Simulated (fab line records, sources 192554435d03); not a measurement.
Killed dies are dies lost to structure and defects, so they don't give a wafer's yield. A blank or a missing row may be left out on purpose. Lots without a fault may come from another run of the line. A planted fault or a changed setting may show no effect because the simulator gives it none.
fab line records | flow n5_finfet
record lots=4 wafers=12 last_day=16
route steps=1938 shown BEOL_M4@1099 BEOL_M5@1112 BEOL_M14@1718 PASSIVATION@1936
lots that met no fault: from a run of the same line without faults
start_h: hours from the record's first day to the start of the lot's first wafer shown | wait_h: hours since the lot's step before | " the same as in the row above | L1.1+2: a row that stands for several wafers | - no value, or no start given | * or withheld: withheld | < > ~ a bound
route shown NAME@n: a module of which the file shows steps, and the number in the route of the first | usual: mean/standard deviation of fault-free wafers | same: alike in all rows | chamber/n: place in a boat | sites: the reading at each site | _std_site: their standard deviation | _edge_site: outer sites' mean less inner sites' | radius_mm: how far each site lies from the wafer's centre | mask NAME#n: copy n | behind: the tool/chamber that last shaped the wafer | hold: why the lot was held/for how many hours/how that ended | device: the transistor (n, p or np) that didn't switch | end of line: the same wafers' tests at the end of the route | a step without rows: its recipe alone | killed: dies lost to structure and defects at the first sort, not the wafer's yield | map: a wafer's dies, x killed, . not, _ none there
set.NAME: the setting as run; set.NAME@STEP: as run at that earlier step | model.NAME: the simulator's own value behind a step, which no gauge read
lots at some steps of the route; a table a step, a row a wafer
services: from which hour (start_h, from the record's first day; less than 0 if before it) a tool's chamber was out of use, for how many hours, and why
## steps
# step N5_BEOL_M4_ANNEAL_95
# recipe temp_c=400 time_s=240 ambient=vacuum
# step N5_BEOL_M4_SPUTTER_96
# recipe material=Cu target_thk_a=45 temp_c=-20 chamber_pressure_pa=0.07 power_w=withheld time_s=8.29
# step N5_BEOL_M4_ECD_50
# recipe material=Cu target_thk_a=3000
# step N5_BEOL_M4_ANNEAL_51
# recipe temp_c=225 time_s=90 ambient=N2
# step N5_BEOL_M4_CMP_52
# recipe stop_on=SiOC t_overpolish_s=6.8 down_force_psi=1 platen_rpm=50 clearing_platen_down_force_psi=1.5 clearing_platen_rpm=50 post_cmp_clean=cu_alkaline target_thk_nm=40 clearing_platen_pad_velocity_m_s=0.99484 pad_velocity_m_s=0.99484
# step N5_BEOL_M4_PRE_CLEAN_60
# recipe gas=NH3/H2 time_s=15 temp_c=* rf_power_w=300
# step N5_BEOL_M4_CO_CAP_55
# recipe material=Co target_thk_a=20 temp_c=200 precursor=CCTBA/H2 pressure_torr=30 time_s=102.1
# step N5_BEOL_M4_PRE_CLEAN_56
# recipe gas=NH3 time_s=15 temp_c=withheld rf_power_w=300
# step N5_BEOL_M4_DEP_57
# recipe material=SiCN target_thk_a=80 temp_c=withheld precursor=3MS/NH3 pressure_torr=3 rf_w=202 time_s=14
# step N5_BEOL_M4_RC_MEAS_101
# usual DIBL_N=35.9/1.6 DIBL_P=35.6/2.1 IOFF_N=0.149/0.029 IOFF_P=0.20/0.033 ION_N=671/11 ION_P=460/7.3 SS_N=71.4/0.62 SS_P=73.2/0.65 VT_N=251/3.1 VT_P=-251/3.4
# columns lot.wafer tool chamber start_h wait_h DIBL_N[mV/V] DIBL_P[mV/V] IOFF_N[nA/um] IOFF_P[nA/um] ION_N[uA/um] ION_P[uA/um] SS_N[mV/dec] SS_P[mV/dec] VT_N[mV] VT_P[mV]
L126.1 prober-02 0 257.60 0.0 37.4 35.4 0.141 0.19 680 462 71.4 73.3 253 -252
L126.3 " 0 " " 37.6 36.2 0.156 0.20 676 455 71.9 73.9 249 -250
L126.4 " 0 " " 36.7 35.3 0.145 0.19 672 460 70.9 73.0 251 -251
L127.3 prober-02 0 274.11 0.3 33.3 32.8 0.103 0.15 652 448 71.6 72.5 260 -253
L127.4 " 0 " " 35.9 34.9 0.128 0.17 664 455 71.9 73.5 255 -254
L127.5 " 0 " " 37.8 37.3 0.164 0.21 671 470 72.6 73.6 250 -253
L130.4 prober-01 0 283.83 0.5 35.0 33.9 0.123 0.19 661 459 72.3 73.0 254 -252
L130.5 " 0 " " 34.4 33.4 0.119 0.18 657 459 71.1 72.4 254 -251
L130.6 " 0 " " 35.0 34.5 0.129 0.21 673 470 71.4 72.9 252 -250
L131.1 prober-02 0 288.83 0.0 36.2 35.5 0.185 0.22 677 463 71.8 74.1 248 -250
L131.4 " 0 " " 38.2 38.7 0.225 0.28 694 476 71.9 74.4 244 -247
L131.6 " 0 " " 38.2 38.4 0.237 0.28 687 464 72.3 75.4 243 -249
# step N5_BEOL_M5_ILD_DEP_00
# recipe material=SiCOH_lowk target_thk_a=1406.4 temp_c=300 precursor=DEMS/porogen pressure_torr=5 rf_w=500 time_s=25.9
# step N5_BEOL_M5_CURE_79
# recipe temp_c=385 time_s=240 ambient=He/Ar material=SiCOH_lowk
# step N5_BEOL_M5_PECVD_70
# recipe material=SiO2 target_thk_a=160 temp_c=400 precursor=TEOS/O2 pressure_torr=5.5 rf_w=450 teos_flow_sccm=53.8 gas=O2 flow_sccm=3000 time_s=18
# step N5_BEOL_M5_HM_DEP_02
# recipe material=TiN target_thk_a=200 temp_c=25 chamber_pressure_pa=0.49996
# step N5_BEOL_M5_COAT_59
# recipe resist=SOC temp_c=250 time_s=60 spin_rpm=1500 resist_thk_nm=60
# step N5_BEOL_M5_COAT_60
# recipe resist=SiARC temp_c=220 time_s=60 spin_rpm=1500 resist_thk_nm=12
# step N5_BEOL_M5_COAT_71
# recipe resist=underlayer temp_c=205 time_s=60 spin_rpm=1500 resist_thk_nm=5
# step N5_BEOL_M5_COAT_05
# recipe resist=CAR-EUV spin_rpm=1500 resist_thk_nm=30
# step N5_BEOL_M5_EBR_07
# recipe solvent=PGMEA ebr_width_mm=1.5
# step N5_BEOL_M5_SOFTBAKE_06
# recipe temp_c=110 time_s=60 resist=CAR-EUV
# step N5_BEOL_M5_EXPOSE_08
# recipe mask_id=M5 na=0.33 source_shape=annular sigma_inner=0.4 sigma_outer=0.8 polarization=unpolarized target_cd_nm=28 dose_mj=35.75
# step N5_BEOL_M5_PEB_09
# recipe peb_temp_c=100 peb_time_s=60 resist=CAR-EUV
# step N5_BEOL_M5_DEVELOP_10
# recipe develop_time_s=30 developer=TMAH resist=CAR-EUV rinse_liquid=surfactant_rinse dry=air_spin dev_temp_c=23
# step N5_BEOL_M5_DESCUM_16
# recipe chemistry=O2 time_s=7 source_power_w=50 bias_power_w=20 pressure_mtorr=20 rf_frequency_hz=2.712e+07 temp_c=40 resist=CAR-EUV o2_flow_sccm=225
# step N5_BEOL_M5_ETCH_72
# recipe chemistry=N2/H2 target=underlayer target_depth_a=65 mask_material=CAR-EUV time_s=5.2 ion_energy_ev=200 pressure_mtorr=30 source_w=840 bias_w=150 n2_flow_sccm=200 h2_flow_sccm=200 ends=cleared
# step N5_BEOL_M5_ETCH_61
# recipe chemistry=CF4 target=SiARC target_depth_a=156 mask_material=CAR-EUV time_s=26 ion_energy_ev=80 pressure_mtorr=40 source_w=545 bias_w=36 Ar_flow_sccm=100 cf4_flow_sccm=100 ends=cleared
# step N5_BEOL_M5_ETCH_62
# recipe chemistry=N2/H2 target=SOC target_depth_a=750 overetch_a=150 mask_material=SiARC temp_c=40 time_s=112.5 ion_energy_ev=200 pressure_mtorr=30 source_w=840 bias_w=150 n2_flow_sccm=200 h2_flow_sccm=200
# step N5_BEOL_M5_STRIP_63
# recipe chemistry=N2/H2 temp_c=40 n2_flow_sccm=200 h2_flow_sccm=200 rf_frequency_hz=6e+07
# step N5_BEOL_M5_STRIP_73
# recipe chemistry=N2/H2 temp_c=40 n2_flow_sccm=200 h2_flow_sccm=200 rf_frequency_hz=6e+07
# step N5_BEOL_M5_STRIP_64
# recipe chemistry=CF4 resist=SiARC power_w=300 bias_power_w=75 pressure_mtorr=50 cf4_flow_sccm=150 rf_frequency_hz=6e+07
# step N5_BEOL_M5_HM_OPEN_17
# recipe chemistry=Cl2/BCl3 target_depth_a=200 overetch_a=60 target=TiN mask_material=SOC ion_energy_ev=150 pressure_mtorr=10 icp_w=1000 bias_w=126 Cl2_flow_sccm=53.25 bcl3_flow_sccm=21.75 Ar_flow_sccm=25
# step N5_BEOL_M5_STRIP_19
# recipe chemistry=O2 power_w=400 temp_c=40 pressure_mtorr=30 rf_frequency_hz=6e+07 bias_power_w=0 overash_fraction=0.2 o2_flow_sccm=225
# step N5_BEOL_M5_COAT_65
# recipe resist=SOC temp_c=250 time_s=60 spin_rpm=1500 resist_thk_nm=60
# step N5_BEOL_M5_COAT_66
# recipe resist=SiARC temp_c=220 time_s=60 spin_rpm=1500 resist_thk_nm=12
# step N5_BEOL_M14_COAT_58
# recipe resist=BARC temp_c=205 time_s=60 spin_rpm=1500 resist_thk_nm=89
# usual spin_speed_rpm=1500.0/0.9
# columns lot.wafer tool chamber start_h wait_h spin_speed_rpm model.BARC_of_BEOL_M14_COAT_58.thk_nm
L126.1 litho_track-03 0 331.46 0.0 1500.7 89.2
L126.3 " 0 " " 1500.0 89.6
L126.4 " 0 " " 1499.5 89.2
L127.3 litho_track-04 0 348.41 0.0 1499.4 89.6
L127.4 " 0 " " 1499.4 89.2
L127.5 " 0 " " 1499.7 89.4
L130.4 litho_track-03 0 357.83 0.0 2226.3 73
L130.5 " 0 " " 2227.1 73.2
L130.6 " 0 " " 2227.2 73
L131.1 litho_track-03 0 362.30 0.0 2228.5 73
L131.4 " 0 " " 2226.7 73
L131.6 " 0 " " 2227.1 73
# step N5_BEOL_M14_ETCH_59
# recipe chemistry=N2/H2 target=BARC target_depth_a=890 overetch_a=267 time_s=67.9 ion_energy_ev=200 pressure_mtorr=30 source_w=840 bias_w=150 n2_flow_sccm=200 h2_flow_sccm=200
# usual drypump_motor_current_A=5.8/0.51 oes_product_au=0.66/0.069 rf_fwd_power_W=831.7/2.9 rf_vpp_V=524.5/1.7 showerhead_plenum_p_Torr=2.56/0.062 throttle_valve_pct=17.97/0.27
# columns lot.wafer tool chamber start_h wait_h drypump_motor_current_A oes_product_au rf_fwd_power_W rf_hours_counter_h rf_vpp_V showerhead_plenum_p_Torr throttle_valve_pct model.etch.depth_nm
L126.1 rie_diel-05 1 331.88 0.0 6.2 0.66 836.3 143 524.0 2.54 18.13 89.16
L126.3 " 3 " " 5.4 0.66 835.4 143 527.2 2.64 17.74 89.5
L126.4 " 0 " " 5.5 0.63 829.3 175 523.7 2.52 18.04 89.21
L127.3 rie_diel-06 0 348.93 0.0 6.4 0.85 834.2 1 523.7 2.49 17.87 89.58
L127.4 " 1 " " 5.7 0.81 827.8 9 525.9 2.60 17.52 89.26
L127.5 " 1 " " 5.7 0.81 827.2 - 525.2 2.60 17.52 89.46
L130.4 rie_diel-06 3 358.35 0.0 5.7 0.59 830.6 155 522.9 2.53 18.07 73.09
L130.5 " 1 " " 5.8 0.72 830.2 - 524.4 2.59 17.52 73.27
L130.6 " 2 " " 5.5 0.57 831.9 - 523.1 2.53 17.92 73.09
L131.1 rie_diel-02 3 362.83 0.0 5.9 0.55 827.8 187 523.0 2.53 18.33 73.03
L131.4 " 2 " " 5.1 0.53 829.9 249 523.2 2.49 18.30 73.04
L131.6 " 3 " " 5.9 0.55 822.5 - 522.0 2.53 18.34 73.03
# step N5_PASSIVATION_PROBE_49
# usual defect_limited_yield=90.9/1.5 killed_at_M0_to_M3=36/9.9 killed_at_M4_up=13/4.5 killed_at_contacts=13/6.4 killed_at_front_end=42/12 killed_at_other=3.4/3 killed_dies=107/18 killed_on_rim=14/4.3 killed_open=69/13 killed_short=35/8.2 sort_bin_5_function=5.3/1.1 sort_bin_6_memory=3.4/0.69 sort_n_pass=1073/18 sort_yield_pct=90.9/1.5
# same gross_dies=1180 killed_at_back_side=0 sort_bin_4_leakage[%]=0 sort_bin_8_speed[%]=0
# columns lot.wafer tool chamber start_h wait_h defect_limited_yield[%] killed_at_M0_to_M3 killed_at_M4_up killed_at_contacts killed_at_front_end killed_at_other killed_dies killed_on_rim killed_open killed_short sort_bin_5_function[%] sort_bin_6_memory[%] sort_n_pass sort_yield_pct[%]
L127.3 prober-01 - 382.25 0.1 91.0 27 12 15 47 5 106 13 67 36 5.7 2.9 1074 91.0
L127.4 prober-01 - 382.30 0.2 93.5 20 18 10 26 3 77 11 50 23 3.6 2.6 1103 93.5
L127.5 prober-01 - 382.35 0.2 93.1 15 11 11 27 17 81 11 48 29 4.1 2.4 1099 93.1
L130.4 prober-02 - 386.86 0.2 85.3 43 85 11 27 8 174 34 59 34 8.7 3.8 1006 85.3
L130.5 prober-02 - 386.91 0.2 81.8 48 131 10 19 7 215 31 58 34 11.7 3.4 965 81.8
L130.6 prober-02 - 386.96 0.3 80.3 40 145 17 30 1 233 12 73 26 11.9 5.3 947 80.3
L131.1 prober-01 - 391.63 0.0 79.7 34 131 12 57 5 239 26 83 37 12.9 5.3 941 79.7
L131.4 prober-01 - 391.78 0.2 87.0 23 100 5 24 1 153 25 44 26 7.5 3.6 1027 87.0
L131.6 prober-01 - 391.88 0.3 83.8 22 132 7 28 2 191 21 42 30 10.7 3.3 989 83.8
# killed by level:class
L127.3 MOL_CONTACT_COAG:geometric_particle:open=13 FIN_SAQP:geometric_particle:short=9 FIN_SAQP:geometric_particle:open=9 DUMMY_GATE:geometric_particle:open=8 BEOL_M3:geometric_particle:open=8 BEOL_M1:geometric_particle:open=7 STARTING-WAFER:geometric_particle:short=5 BEOL_M0_SAQP:geometric_particle:open=5
L127.4 MOL_CONTACT_COAG:geometric_particle:open=10 BEOL_M4:geometric_particle:open=8 BEOL_M0_SAQP:geometric_particle:short=6 BEOL_M1:geometric_particle:open=5 STARTING-WAFER:geometric_particle:open=5 FIN_SAQP:geometric_particle:short=4 FIN_SAQP:geometric_particle:open=4 STARTING-WAFER:geometric_particle:short=4
L127.5 MOL_CONTACT_COAG:geometric_particle:open=6 BEOL_M4:geometric_particle:open=5 FIN_SAQP:geometric_particle:short=4 GATE_CUT:geometric_particle:open=4 MOL_CONTACT_COAG:geometric_particle:short=4 BEOL_M0_SAQP:geometric_particle:open=4 BEOL_M1:geometric_particle:open=4 PAD_METAL:geometric_particle:short=4
L130.4 BEOL_M7:unspecified=78 BEOL_M0_SAQP:geometric_particle:short=14 MOL_CONTACT_COAG:geometric_particle:open=9 FIN_SAQP:geometric_particle:open=7 BEOL_M0:geometric_particle:open=7 FIN_SAQP:geometric_particle:short=5 BEOL_M0_SAQP:geometric_particle:open=4 BEOL_M1:geometric_particle:open=4
L130.5 BEOL_M7:unspecified=122 BEOL_M0_SAQP:geometric_particle:short=11 BEOL_M3:geometric_particle:open=10 MOL_CONTACT_COAG:geometric_particle:open=10 BEOL_M2:geometric_particle:open=9 FIN_SAQP:geometric_particle:open=5 BEOL_M3:geometric_particle:short=5 BEOL_M0_SAQP:geometric_particle:open=4
L130.6 BEOL_M7:unspecified=132 MOL_CONTACT_COAG:geometric_particle:open=13 BEOL_M2:geometric_particle:open=11 FIN_SAQP:geometric_particle:open=10 BEOL_M3:geometric_particle:open=7 BEOL_M0_SAQP:geometric_particle:short=6 FIN_SAQP:geometric_particle:short=5 BEOL_M1:geometric_particle:open=4
L131.1 BEOL_M7:unspecified=115 FIN_SAQP:geometric_particle:open=24 FIN_SAQP:geometric_particle:short=19 BEOL_M3:geometric_particle:open=14 MOL_CONTACT_COAG:geometric_particle:open=10 BEOL_M4:geometric_particle:open=10 BEOL_M2:geometric_particle:open=7 BEOL_M0_SAQP:geometric_particle:open=4
L131.4 BEOL_M7:unspecified=81 BEOL_M4:geometric_particle:open=9 FIN_SAQP:geometric_particle:open=8 BEOL_M0_SAQP:geometric_particle:open=6 BEOL_M0_SAQP:geometric_particle:short=6 FIN_SAQP:geometric_particle:short=5 BEOL_M5:geometric_particle:open=4 DUMMY_GATE:geometric_particle:open=3
L131.6 BEOL_M7:unspecified=119 FIN_SAQP:geometric_particle:short=11 FIN_SAQP:geometric_particle:open=7 BEOL_M2:geometric_particle:open=6 BEOL_M4:geometric_particle:open=6 MOL_CONTACT_COAG:geometric_particle:open=5 DUMMY_GATE:geometric_particle:open=4 BEOL_M0_SAQP:geometric_particle:open=4
# map L130.6 (x killed, . not)
_________________x.x.....x...________________
______________.................._____________
___________........................__________
__________....x.............x......._________
________.x..........xx.x.x....x.x....._______
_______x.....xx................x.......______
______..x..............x...x............_____
_____...x............xx...........x......____
____................x..xx.x.x...xx........___
___.........x..........x.x......x..........__
___..xx...................x..x...........x.__
__..............x......x...........xxx......_
__..x.......x..............................._
_........x.................x...xx............
_xx.....x......x.....x.......x...........x...
_....x.....x.x.xxx..................x........
_.......xx.xxxx.xxx......x........xx.........
_........x.xxxxxxxx.x.x.x....................
_.........xxxxxxxxxxxxx....x......x..........
_.......x.xxxxxxxxxxxxx.x....x........x......
_...x...xxxxxxxxxxxxxxx.x.x..................
__......xxxxxxxxxxxxxxxx..............x....._
__......x.xxxxxxxxxxxxx.....x..x..x........._
___.....x...xxxxxxxxx....x............x...x__
___......xxxxxxxxxx.xx.....................__
____..x...xxxxxxx.xx......................___
_____.......x.x.x.......x............x...____
______.........xx...x...x...........x.x._____
_______.......x....x...x......xx.......______
________...x.............x...........x_______
__________.........................._________
___________x.......................__________
______________......x..xxx...x.._____________
_________________......x.....________________
# map L131.1 (x killed, . not)
_________________............________________
______________.x..........x..x.._____________
___________.x.x..x.....x......x....__________
__________.......x.....x.x.........._________
________....x.x......x...x.x...x......_______
_______.xxx...x......x..x............x.______
______.xxxxxx.xx.x.............xx.....x._____
_____x.xxxxxxxxxx...xx...................____
____xxxxxxxxxxxxx...x...................xx___
___xxxxxxxxxxxx.xxx..x............x........__
___xxxxxxxxxxxxx.x.......................x.__
__xx.xxxxxxxxxxxxx.....x........x...x....x.._
__.xxxxxxxxxxxx....x..x.....xx...........x.._
_....xxxxxxxxxx..x...........x......x........
_.....xxxxxxx.xx.........x..........x........
_........xxxxx.x................x...x...x....
_............x.....x.........................
_.......................x.x...x..............
_..........x.........x..x.x..........x....x.x
_x...x.......xx...x......xx..................
_............................................
__........x...........x.......xx..x..x..x..._
__......x......x....x............x.....x...._
___.....xx.......x.............x..xx.......__
___...........x......xx..........x.....x...__
____....................x.x....xx.x.......___
_____.....x.............x.x..x...........____
______....x........................x.x.._____
_______x...........x....x.....x.x......______
________.x.x....................x....x_______
__________x.......xx..........x..x.._________
___________..x.x..xx..............x__________
______________.................._____________
_________________............________________
## services
# columns tool chamber start_h hours kind
rie_diel-02 0 313.14 13.1 repair
rie_diel-06 0 326.61 - clean
rie_diel-06 0 326.61 - consumable_replace:focus_ring
rie_diel-06 0 326.61 19.2 scheduled_down
rie_diel-06 0 326.61 19.2 vent_cycle
rie_diel-05 2 352.60 - clean
rie_diel-05 2 352.60 - consumable_replace:focus_ring
rie_diel-05 2 352.60 25.6 scheduled_down
rie_diel-05 2 352.60 25.6 vent_cycle
## key
first_sign step=N5_BEOL_M14_COAT_58 reading=spin_speed_rpm direction=up sigmas=99+ usual=* struck=*
effect step=N5_PASSIVATION_PROBE_49 reading=killed_at_M4_up direction=up sigmas=24 usual=13 struck=121
model_effect step=N5_BEOL_M14_COAT_58 value=BARC_of_BEOL_M14_COAT_58.thk_nm without=89.03 struck=73.03
model_effect step=N5_BEOL_M14_ETCH_59 value=etch.depth_nm without=89.07 struck=73.09
met_at N5_BEOL_M14_COAT_58
struck_wafers L130.4,L130.5,L130.6,L131.1,L131.4,L131.6
onset_between 331.46 357.83
earlier_fault kind=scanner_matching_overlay tool=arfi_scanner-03 chamber=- onset_h=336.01 steps=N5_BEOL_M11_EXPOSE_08 offset=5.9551
earlier_fault kind=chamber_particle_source tool=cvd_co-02 chamber=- onset_h=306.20 steps=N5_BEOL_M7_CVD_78 rate_per_visit_cm2=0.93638
fault kind=process_parameter_drift tool=litho_track-03 chamber=- onset_h=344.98 steps=N5_BEOL_M14_COAT_58 channel=spin_rpm offset=* shape=step acts_in=* stated=*
